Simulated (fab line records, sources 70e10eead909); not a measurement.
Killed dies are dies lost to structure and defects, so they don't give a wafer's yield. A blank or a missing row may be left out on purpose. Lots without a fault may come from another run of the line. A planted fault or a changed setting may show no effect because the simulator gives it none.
Chamber matching | flow nand_harc | NHARC_A_CHANNEL_FILL_D2_CMP_10 on cmp-04: 4 sister chambers
The step polishes, target thk 150 nm. 7 wafers are shown with their chamber, then 7 later ones without.

WAFERS WITH THEIR CHAMBER
wafer  | chamber | motor_current_A (A) | time_to_endpoint_s (s)
L077.3 | 2       | 12.4                | 16.7
L079.1 | 0       | 10.1                | 17.9
L081.1 | 3       | 12.8                | 17.6
L081.2 | 2       | 12.5                | 15.1
L081.5 | 1       | 12.1                | 14.8
L083.2 | 3       | 12.2                | 18.4
L083.3 | 1       | 12.4                | 13.8

WAFERS WITHOUT THEIR CHAMBER
wafer  | motor_current_A (A) | time_to_endpoint_s (s)
L083.6 | 12.2                | 14.0
L087.2 | 12.4                | 17.1
L087.3 | 10.2                | 15.2
L087.4 | 12.2                | 12.2
L095.4 | 10.7                | 20.3
L095.5 | 11.5                | 16.1
L095.6 | 12.3                | 17.2

WHICH CHAMBER EACH WENT THROUGH
wafer  | from the rows above          | in truth
L083.6 | 1                            | 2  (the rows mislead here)
L087.2 | can't be placed: 3 or 2      | 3
L087.3 | 0                            | 0
L087.4 | can't be placed: 1 or 2      | 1
L095.4 | 0                            | 0
L095.5 | can't be placed: 2 or 1 or 3 | 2
L095.6 | can't be placed: 3 or 2      | 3
Placed correctly: 2 of 7. Can't be placed from these rows: 4 (the true chamber is among the candidates in 4). Placed wrongly: 1.
How it was worked out, from the rows above alone: a wafer's distance from a chamber is the root of the sum, over the readings, of the square of ((its reading less the chamber's mean) divided by the reading's scatter). The wafer belongs to the nearest chamber; if the next one is less than 2 further off, it can't be placed. A chamber's mean is the mean of its shown wafers. The scatter: the root of (the sum of the squares of (reading less its chamber's mean) over the shown wafers, divided by (wafers less chambers)).
